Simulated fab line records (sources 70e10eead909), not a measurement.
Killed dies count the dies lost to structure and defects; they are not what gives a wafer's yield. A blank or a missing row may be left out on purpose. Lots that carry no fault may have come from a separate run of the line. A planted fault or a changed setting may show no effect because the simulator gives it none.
Which tool did it? + flow nandHarc + 19 lots with 57 wafers sampled at 6 steps, on a route of 1302 steps

## WHAT THE GAUGES READ, wafer by wafer
Not one reading of a measure or inspect step in the record can be checked against a usual standard deviation.

## EACH LOT AND THE TOOL THAT RAN IT (in order: tool; ch and the chambers of the sampled wafers; start)
| lot  | NHARC_A_CHANNEL_FILL_D2_STRIP_28  | NHARC_A_STAIRCASE_ETCH_169        | NHARC_A_STAIRCASE_ETCH_170                   | NHARC_A_STAIRCASE_TRIM_14                    | NHARC_A_STAIRCASE_ETCH_25                    | NHARC_A_STAIRCASE_STRIP_175         |
|------|-----------------------------------|-----------------------------------|----------------------------------------------|----------------------------------------------|----------------------------------------------|-------------------------------------|
| L074 | rieDiel-10 ch 0,3, day 14 18:58   | rieDiel-11 ch 1,2, day 15 20:57   | rieDiel-11 ch 0,1,3, day 16 04:25 or earlier | rieDiel-11 ch 0,2,3, day 16 04:25 or earlier | rieDiel-11 ch 2,3, day 16 04:25 or earlier   | plasmaAsher-01 ch 0,1, day 16 04:25 |
| L076 | rieDiel-10 ch 1,2, day 15 14:13   | rieDiel-11 ch 0,1,2, day 16 15:46 | rieDiel-11 ch 1,2,3, day 16 19:38 or earlier | rieDiel-11 ch 0,1,2, day 16 19:38 or earlier | rieDiel-08 ch 0,1, day 16 19:38 or earlier   | plasmaAsher-01 ch 0,1, day 16 19:38 |
| L077 | rieDiel-10 ch 1,3, day 15 23:32   | rieDiel-11 ch 0,2, day 17 01:56   | rieDiel-11 ch 1,2, day 17 06:26 or earlier   | rieDiel-04 ch 1,2,3, day 17 06:26 or earlier | rieDiel-04 ch 1,2, day 17 06:26 or earlier   | plasmaAsher-02 ch 0,1, day 17 06:26 |
| L080 | rieDiel-01 ch 0,2,3, day 17 19:58 | rieDiel-04 ch 0,1, day 18 20:19   | rieDiel-04 ch 0,1,3, day 19 00:18 or earlier | rieDiel-11 ch 0,3, day 19 00:18 or earlier   | rieDiel-11 ch 0,2,3, day 19 00:18 or earlier | plasmaAsher-01 ch 0,1, day 19 00:18 |
| L082 | rieDiel-10 ch 0,1, day 17 20:00   | rieDiel-08 ch 1,2, day 18 20:29   | rieDiel-08 ch 1,2, day 19 00:46 or earlier   | rieDiel-08 ch 0,1,3, day 19 00:46 or earlier | rieDiel-04 ch 1,2, day 19 00:46 or earlier   | plasmaAsher-01 ch 0,1, day 19 00:46 |
| L081 | rieDiel-01 ch 1,2,3, day 17 20:00 | rieDiel-04 ch 0,2,3, day 18 20:39 | rieDiel-04 ch 0,1,3, day 19 00:59 or earlier | rieDiel-08 ch 0,1,3, day 19 00:59 or earlier | rieDiel-08 ch 0,2,3, day 19 00:59 or earlier | plasmaAsher-01 ch 0,1, day 19 00:59 |
| L083 | rieDiel-01 ch 0,1, day 18 13:13   | rieDiel-08 ch 1,2, day 19 15:10   | rieDiel-08 ch 0,1,3, day 19 20:29 or earlier | rieDiel-04 ch 0,1,2, day 19 20:29 or earlier | rieDiel-11 ch 0,2, day 19 20:29 or earlier   | plasmaAsher-02 ch 0,1, day 19 20:29 |
| L085 | rieDiel-10 ch 1,2,3, day 18 23:22 | rieDiel-04 ch 1,3, day 20 03:14   | rieDiel-04 ch 1,3, day 20 07:41 or earlier   | rieDiel-04 ch 1,3, day 20 07:41 or earlier   | rieDiel-04 ch 1,2, day 20 07:41 or earlier   | plasmaAsher-01 ch 0,1, day 20 07:41 |
| L086 | rieDiel-01 ch 0,2,3, day 19 03:43 | rieDiel-04 ch 2,3, day 20 03:24   | rieDiel-04 ch 1,3, day 20 07:32 or earlier   | rieDiel-08 ch 2,3, day 20 07:32 or earlier   | rieDiel-08 ch 0,3, day 20 07:32 or earlier   | plasmaAsher-02 ch 0,1, day 20 07:32 |
| L084 | rieDiel-10 ch 0,1,3, day 19 03:46 | rieDiel-11 ch 0,1, day 20 03:01   | rieDiel-11 ch 0,2,3, day 20 07:50 or earlier | rieDiel-11 ch 0,1,3, day 20 07:50 or earlier | rieDiel-11 ch 0,1, day 20 07:50 or earlier   | plasmaAsher-02 ch 0,1, day 20 07:50 |
| L090 | rieDiel-09 ch 0,1,3, day 20 18:34 | rieDiel-04 ch 0,1,3, day 21 23:40 | rieDiel-04 ch 1,2, day 22 04:07 or earlier   | rieDiel-08 ch 0,1,3, day 22 04:07 or earlier | rieDiel-08 ch 1,3, day 22 04:07 or earlier   | plasmaAsher-01 ch 0,1, day 22 04:07 |
| L088 | rieDiel-01 ch 0,2,3, day 20 18:34 | rieDiel-11 ch 2,3, day 22 00:45   | rieDiel-11 ch 0,2,3, day 22 04:59 or earlier | rieDiel-11 ch 0,2,3, day 22 04:59 or earlier | rieDiel-04 ch 1,2,3, day 22 04:59 or earlier | plasmaAsher-01 ch 0,1, day 22 04:59 |
| L091 | rieDiel-01 ch 0,2, day 21 19:15   | rieDiel-11 ch 1,3, day 22 21:57   | rieDiel-11 ch 0,2, day 23 02:30 or earlier   | rieDiel-08 ch 1,2,3, day 23 02:30 or earlier | rieDiel-08 ch 1,2,3, day 23 02:30 or earlier | plasmaAsher-02 ch 0,1, day 23 02:30 |
| L093 | rieDiel-10 ch 0,1,3, day 22 11:49 | rieDiel-11 ch 2,3, day 23 12:55   | rieDiel-11 ch 0,2, day 23 16:47 or earlier   | rieDiel-11 ch 0,1,2, day 23 16:47 or earlier | rieDiel-04 ch 1,3, day 23 16:47 or earlier   | plasmaAsher-01 ch 0,1, day 23 16:47 |
| L092 | rieDiel-09 ch 1,2,3, day 22 11:49 | rieDiel-08 ch 0,1,2, day 23 13:09 | rieDiel-08 ch 2,3, day 23 17:16 or earlier   | rieDiel-08 ch 1,2,3, day 23 17:16 or earlier | rieDiel-08 ch 0,1,3, day 23 17:16 or earlier | plasmaAsher-02 ch 0,1, day 23 17:16 |
| L094 | rieDiel-09 ch 0,3, day 22 21:41   | rieDiel-04 ch 1,2,3, day 23 22:44 | rieDiel-04 ch 1,3, day 24 03:41 or earlier   | rieDiel-04 ch 0,1,3, day 24 03:41 or earlier | rieDiel-11 ch 0,2,3, day 24 03:41 or earlier | plasmaAsher-01 ch 0,1, day 24 03:41 |
| L095 | rieDiel-01 ch 0,1,2, day 23 10:25 | rieDiel-11 ch 0,3, day 24 13:04   | rieDiel-11 ch 0,1,3, day 24 16:52 or earlier | rieDiel-08 ch 0,1, day 24 16:52 or earlier   | rieDiel-08 ch 0,2,3, day 24 16:52 or earlier | plasmaAsher-01 ch 0,1, day 24 16:52 |
| L097 | rieDiel-01 ch 0,2, day 23 20:14   | rieDiel-04 ch 0,2,3, day 24 21:04 | rieDiel-04 ch 0,1, day 25 01:11 or earlier   | rieDiel-04 ch 0,3, day 25 01:11 or earlier   | rieDiel-08 ch 0,1,3, day 25 01:11 or earlier | plasmaAsher-02 ch 0,1, day 25 01:11 |
| L096 | rieDiel-09 ch 1,2, day 23 20:14   | rieDiel-11 ch 0,3, day 24 21:05   | rieDiel-11 ch 0,3, day 25 01:32 or earlier   | rieDiel-04 ch 0,3, day 25 01:32 or earlier   | rieDiel-04 ch 0,1,2, day 25 01:32 or earlier | plasmaAsher-01 ch 0,1, day 25 01:32 |
- NHARC_A_CHANNEL_FILL_D2_STRIP_28: strips in O2, time 20 s.
- NHARC_A_STAIRCASE_ETCH_169: etches the open film in CH3F/O2, target depth 50 nm, time 107.1 s.
- NHARC_A_STAIRCASE_ETCH_170: etches the open film in C4F6/O2, target depth 200 nm, time 66.667 s.
- NHARC_A_STAIRCASE_TRIM_14: chemistry O2, time 211.2 s.
- NHARC_A_STAIRCASE_ETCH_25: etches the open film in C4F8/O2, target depth 100 nm, time 40.5 s.
- NHARC_A_STAIRCASE_STRIP_175: strips in O2.

## AS READ BY THE TOOLS THEMSELVES (means over the sampled wafers that have a number; for cases with no such wafer, the mark the record gives instead)
NHARC_A_CHANNEL_FILL_D2_STRIP_28.
| lot  | tool       | drypumpMotorCurrentA (A) | mfcArSccm (sccm) | o2FlowSccm (sccm) | oesProductAu (a.u.) | rfVppV (V) | showerheadPlenumPTorr (Torr) | throttleValvePct (%) |
|------|------------|--------------------------|------------------|-------------------|---------------------|------------|------------------------------|----------------------|
| L074 | rieDiel-10 | 6.0                      | 0.000            | 498.7             | 0.996               | 58.4       | 3.58                         | 17.042               |
| L076 | rieDiel-10 | 5.5                      | 0.000            | 500.8             | 0.997               | 57.9       | 3.59                         | 17.041               |
| L077 | rieDiel-10 | 5.6                      | 0.000            | 500.2             | 0.999               | 57.3       | 3.40                         | 17.038               |
| L080 | rieDiel-01 | 5.4                      | 0.009            | 500.1             | 1.000               | 58.5       | 3.49                         | 17.036               |
| L082 | rieDiel-10 | 5.6                      | 0.000            | 498.9             | 1.010               | 58.4       | 3.58                         | 17.030               |
| L081 | rieDiel-01 | 5.4                      | 0.000            | 500.6             | 0.998               | 57.4       | 3.44                         | 17.035               |
| L083 | rieDiel-01 | 5.1                      | 0.017            | 501.7             | 0.991               | 57.6       | 3.43                         | 17.037               |
| L085 | rieDiel-10 | 5.7                      | 0.000            | 499.1             | 0.998               | 57.6       | 3.49                         | 17.042               |
| L086 | rieDiel-01 | 5.4                      | 0.009            | 499.8             | 0.995               | 58.5       | 3.49                         | 17.037               |
| L084 | rieDiel-10 | 5.8                      | 0.000            | 500.3             | 1.007               | 58.1       | 3.49                         | 17.036               |
| L090 | rieDiel-09 | 5.7                      | 0.007            | 500.7             | 1.009               | 58.0       | 3.44                         | 17.037               |
| L088 | rieDiel-01 | 5.4                      | 0.009            | 498.1             | 0.994               | 58.3       | 3.49                         | 17.040               |
| L091 | rieDiel-01 | 5.3                      | 0.017            | 502.9             | 0.993               | 57.1       | 3.52                         | 17.038               |
| L093 | rieDiel-10 | 5.7                      | 0.000            | 500.1             | 0.996               | 56.4       | 3.49                         | 17.047               |
| L092 | rieDiel-09 | 5.8                      | 0.002            | 500.5             | 0.999               | 57.0       | 3.30                         | 17.042               |
| L094 | rieDiel-09 | 5.6                      | 0.013            | 499.2             | 0.998               | 58.2       | 3.59                         | 17.036               |
| L095 | rieDiel-01 | 5.3                      | 0.009            | 499.9             | 1.000               | 58.2       | 3.46                         | 17.039               |
| L097 | rieDiel-01 | 5.5                      | 0.009            | 500.1             | 0.998               | 58.0       | 3.55                         | 17.030               |
| L096 | rieDiel-09 | 5.7                      | 0.005            | 498.6             | 0.991               | 57.1       | 3.29                         | 17.034               |

NHARC_A_STAIRCASE_ETCH_169.
| lot  | tool       | drypumpMotorCurrentA (A) | mfcArSccm (sccm) | o2FlowSccm (sccm) | oesProductAu (a.u.) | rfVppV (V) | showerheadPlenumPTorr (Torr) | throttleValvePct (%) |
|------|------------|--------------------------|------------------|-------------------|---------------------|------------|------------------------------|----------------------|
| L074 | rieDiel-11 | 6.0                      | 200.9            | 29.98             | 0.974               | 243.7      | 2.40                         | 20.657               |
| L076 | rieDiel-11 | 5.9                      | 199.8            | 29.98             | 0.967               | 244.6      | 2.41                         | 20.670               |
| L077 | rieDiel-11 | 6.0                      | 200.3            | 29.98             | 0.945               | 242.2      | 2.39                         | 20.666               |
| L080 | rieDiel-04 | 6.0                      | 199.7            | 30.03             | 0.973               | 244.7      | 2.44                         | 20.663               |
| L082 | rieDiel-08 | 5.5                      | 199.9            | 30.03             | 0.937               | 244.6      | 2.43                         | 20.677               |
| L081 | rieDiel-04 | 6.3                      | 200.3            | 30.04             | 0.969               | 243.2      | 2.38                         | 20.661               |
| L083 | rieDiel-08 | 5.5                      | 199.8            | 29.89             | 0.975               | 244.1      | 2.42                         | 20.668               |
| L085 | rieDiel-04 | 5.7                      | 200.1            | 30.06             | 0.943               | 243.1      | 2.36                         | 20.668               |
| L086 | rieDiel-04 | 6.0                      | 199.6            | 29.95             | 0.937               | 242.5      | 2.32                         | 20.662               |
| L084 | rieDiel-11 | 5.6                      | 199.9            | 30.08             | 0.946               | 243.3      | 2.44                         | 20.672               |
| L090 | rieDiel-04 | 6.0                      | 200.3            | 30.01             | 0.934               | 243.1      | 2.40                         | 20.664               |
| L088 | rieDiel-11 | 6.1                      | 200.4            | 29.93             | 0.941               | 243.3      | 2.37                         | 20.663               |
| L091 | rieDiel-11 | 5.9                      | 200.3            | 30.01             | 0.959               | 244.0      | 2.39                         | 20.664               |
| L093 | rieDiel-11 | 6.2                      | 199.5            | 30.08             | 0.956               | 242.1      | 2.34                         | 20.653               |
| L092 | rieDiel-08 | 5.3                      | 200.0            | 29.97             | 0.971               | 244.2      | 2.42                         | 20.655               |
| L094 | rieDiel-04 | 6.0                      | 199.4            | 29.96             | 0.959               | 242.4      | 2.35                         | 20.662               |
| L095 | rieDiel-11 | 5.8                      | 199.9            | 30.00             | 0.951               | 242.8      | 2.39                         | 20.660               |
| L097 | rieDiel-04 | 6.2                      | 200.5            | 30.00             | 0.943               | 243.6      | 2.36                         | 20.657               |
| L096 | rieDiel-11 | 5.6                      | 199.9            | 29.91             | 0.968               | 243.4      | 2.42                         | 20.662               |

NHARC_A_STAIRCASE_ETCH_170.
| lot  | tool       | drypumpMotorCurrentA (A) | mfcArSccm (sccm) | o2FlowSccm (sccm) | oesProductAu (a.u.) | rfVppV (V) | showerheadPlenumPTorr (Torr) | throttleValvePct (%) |
|------|------------|--------------------------|------------------|-------------------|---------------------|------------|------------------------------|----------------------|
| L074 | rieDiel-11 | 5.7                      | 500.5            | 19.97             | 0.969               | 546.6      | 3.88                         | 26.903               |
| L076 | rieDiel-11 | 6.0                      | 498.8            | 19.95             | 0.981               | 544.2      | 3.82                         | 26.902               |
| L077 | rieDiel-11 | 6.2                      | 500.7            | 20.00             | 0.970               | 544.4      | 3.80                         | 26.905               |
| L080 | rieDiel-04 | 6.0                      | 500.0            | 20.05             | 0.978               | 544.5      | 3.85                         | 26.909               |
| L082 | rieDiel-08 | 5.6                      | 500.2            | 20.00             | 0.956               | 546.6      | 3.87                         | 26.903               |
| L081 | rieDiel-04 | 6.0                      | 500.6            | 19.98             | 0.987               | 545.7      | 3.85                         | 26.908               |
| L083 | rieDiel-08 | 5.4                      | 500.3            | 19.95             | 0.973               | 545.1      | 3.83                         | 26.902               |
| L085 | rieDiel-04 | 5.7                      | 499.5            | 19.99             | 0.978               | 544.3      | 3.77                         | 26.898               |
| L086 | rieDiel-04 | 5.8                      | 499.8            | 19.93             | 0.952               | 545.5      | 3.83                         | 26.908               |
| L084 | rieDiel-11 | 5.9                      | 501.3            | 19.95             | 0.972               | 545.0      | 3.83                         | 26.910               |
| L090 | rieDiel-04 | 6.4                      | 500.3            | 20.04             | 0.981               | 544.1      | 3.78                         | 26.907               |
| L088 | rieDiel-11 | 5.9                      | 500.0            | 19.98             | 0.963               | 545.5      | 3.82                         | 26.908               |
| L091 | rieDiel-11 | 5.8                      | 500.6            | 20.07             | 0.984               | 545.9      | 3.85                         | 26.894               |
| L093 | rieDiel-11 | 5.8                      | 500.2            | 20.03             | 0.967               | 545.1      | 3.85                         | 26.893               |
| L092 | rieDiel-08 | 6.1                      | 499.5            | 20.04             | 0.994               | 542.7      | 3.74                         | 26.906               |
| L094 | rieDiel-04 | 5.7                      | 501.5            | 20.02             | 0.977               | 544.5      | 3.81                         | 26.901               |
| L095 | rieDiel-11 | 5.8                      | 501.3            | 20.02             | 0.966               | 545.1      | 3.84                         | 26.898               |
| L097 | rieDiel-04 | 6.3                      | 499.9            | 19.99             | 0.971               | 545.9      | 3.89                         | 26.903               |
| L096 | rieDiel-11 | 5.8                      | 500.6            | 19.96             | 0.981               | 545.3      | 3.83                         | 26.908               |

NHARC_A_STAIRCASE_TRIM_14.
| lot  | tool       | drypumpMotorCurrentA (A) | mfcArSccm (sccm) | o2FlowSccm (sccm) | oesProductAu (a.u.) | rfVppV (V) | showerheadPlenumPTorr (Torr) | throttleValvePct (%) |
|------|------------|--------------------------|------------------|-------------------|---------------------|------------|------------------------------|----------------------|
| L074 | rieDiel-11 | 5.9                      | 0.000            | 498.5             | 0.996               | 57.2       | 3.46                         | 17.035               |
| L076 | rieDiel-11 | 5.9                      | 0.000            | 499.9             | 1.001               | 57.8       | 3.47                         | 17.038               |
| L077 | rieDiel-04 | 6.0                      | 0.013            | 501.9             | 1.005               | 56.4       | 3.40                         | 17.030               |
| L080 | rieDiel-11 | 5.6                      | 0.000            | 500.5             | 0.993               | 57.6       | 3.50                         | 17.039               |
| L082 | rieDiel-08 | 5.4                      | 0.016            | 500.1             | 1.008               | 57.2       | 3.44                         | 17.040               |
| L081 | rieDiel-08 | 5.4                      | 0.016            | 498.5             | 1.004               | 57.4       | 3.44                         | 17.041               |
| L083 | rieDiel-04 | 6.3                      | 0.019            | 500.0             | 1.008               | 57.4       | 3.46                         | 17.032               |
| L085 | rieDiel-04 | 5.7                      | 0.005            | 500.6             | 0.996               | 57.1       | 3.39                         | 17.039               |
| L086 | rieDiel-08 | 6.1                      | 0.015            | 499.6             | 1.008               | 58.0       | 3.38                         | 17.032               |
| L084 | rieDiel-11 | 5.7                      | 0.000            | 500.4             | 0.992               | 57.6       | 3.47                         | 17.034               |
| L090 | rieDiel-08 | 5.4                      | 0.016            | 500.1             | 1.003               | 58.3       | 3.43                         | 17.044               |
| L088 | rieDiel-11 | 5.9                      | 0.000            | 500.1             | 1.002               | 57.2       | 3.43                         | 17.037               |
| L091 | rieDiel-08 | 5.6                      | 0.016            | 501.8             | 1.006               | 57.2       | 3.41                         | 17.031               |
| L093 | rieDiel-11 | 5.9                      | 0.000            | 499.4             | 0.992               | 58.0       | 3.43                         | 17.040               |
| L092 | rieDiel-08 | 5.6                      | 0.016            | 499.7             | 0.998               | 57.3       | 3.41                         | 17.046               |
| L094 | rieDiel-04 | 6.0                      | 0.011            | 500.6             | 1.001               | 57.0       | 3.44                         | 17.036               |
| L095 | rieDiel-08 | 5.1                      | 0.009            | 499.3             | 1.008               | 57.3       | 3.48                         | 17.021               |
| L097 | rieDiel-04 | 5.9                      | 0.013            | 500.1             | 0.999               | 58.1       | 3.39                         | 17.037               |
| L096 | rieDiel-04 | 5.9                      | 0.013            | 500.7             | 0.991               | 56.8       | 3.39                         | 17.029               |

NHARC_A_STAIRCASE_ETCH_25.
| lot  | tool       | oesProductAu (a.u.) | rfVppV (V) |
|------|------------|---------------------|------------|
| L074 | rieDiel-11 | 0.945               | 891.5      |
| L076 | rieDiel-08 | 0.963               | 895.5      |
| L077 | rieDiel-04 | 0.951               | 892.7      |
| L080 | rieDiel-11 | 0.944               | 892.4      |
| L082 | rieDiel-04 | 0.939               | 890.2      |
| L081 | rieDiel-08 | 0.946               | 893.8      |
| L083 | rieDiel-11 | 0.936               | 892.1      |
| L085 | rieDiel-04 | 0.929               | 892.5      |
| L086 | rieDiel-08 | 0.949               | 893.7      |
| L084 | rieDiel-11 | 0.929               | 895.4      |
| L090 | rieDiel-08 | 0.944               | 892.0      |
| L088 | rieDiel-04 | 0.952               | 891.2      |
| L091 | rieDiel-08 | 0.953               | 891.5      |
| L093 | rieDiel-04 | 0.960               | 891.2      |
| L092 | rieDiel-08 | 0.955               | 892.5      |
| L094 | rieDiel-11 | 0.948               | 892.0      |
| L095 | rieDiel-08 | 0.951               | 891.8      |
| L097 | rieDiel-08 | 0.958               | 892.7      |
| L096 | rieDiel-04 | 0.944               | 893.0      |

NHARC_A_STAIRCASE_STRIP_175.
| lot  | tool           | drypumpMotorCurrentA (A) | heaterPowerW (W) |
|------|----------------|--------------------------|------------------|
| L074 | plasmaAsher-01 | 6.4                      | 326              |
| L076 | plasmaAsher-01 | 6.4                      | 328              |
| L077 | plasmaAsher-02 | 5.8                      | 341              |
| L080 | plasmaAsher-01 | 6.4                      | 307              |
| L082 | plasmaAsher-01 | 6.4                      | 307              |
| L081 | plasmaAsher-01 | 6.5                      | 305              |
| L083 | plasmaAsher-02 | 5.2                      | 354              |
| L085 | plasmaAsher-01 | 6.3                      | 320              |
| L086 | plasmaAsher-02 | 5.2                      | 351              |
| L084 | plasmaAsher-02 | 5.8                      | 329              |
| L090 | plasmaAsher-01 | 6.4                      | 323              |
| L088 | plasmaAsher-01 | 6.4                      | 327              |
| L091 | plasmaAsher-02 | 5.2                      | 354              |
| L093 | plasmaAsher-01 | 6.5                      | 313              |
| L092 | plasmaAsher-02 | 5.8                      | 331              |
| L094 | plasmaAsher-01 | 6.4                      | 327              |
| L095 | plasmaAsher-01 | 6.5                      | 309              |
| L097 | plasmaAsher-02 | 5.2                      | 355              |
| L096 | plasmaAsher-01 | 6.5                      | 308              |

## THE ANSWER, worked out from the rows above alone
Rule: the lots themselves supply what counts as usual. The widest of any qualifying gaps counts: lots, ordered by their means at a reading, are off when they make up no more than a third of the lots, leave a main group of 4 or more, and stand apart from it by 3 or more times the standard deviation of that group's means. A main group whose means are all the same, to the digits that the tables above print for the reading, isn't used. A lot without any number at a reading at which 4 lots or more have one is off too. Any other lot the step has rows for is counted as sound. The gauges are gone through in route order, then the tools' own readings, and for those a lot's mean is taken as printed above. The first step at which some lot is off is used, and at that step the reading that is off furthest; a lot without a number counts as furthest.
None of the lots is off at any reading shown; this tells nothing.

## WHAT THE SIMULATOR HAD PUT IN
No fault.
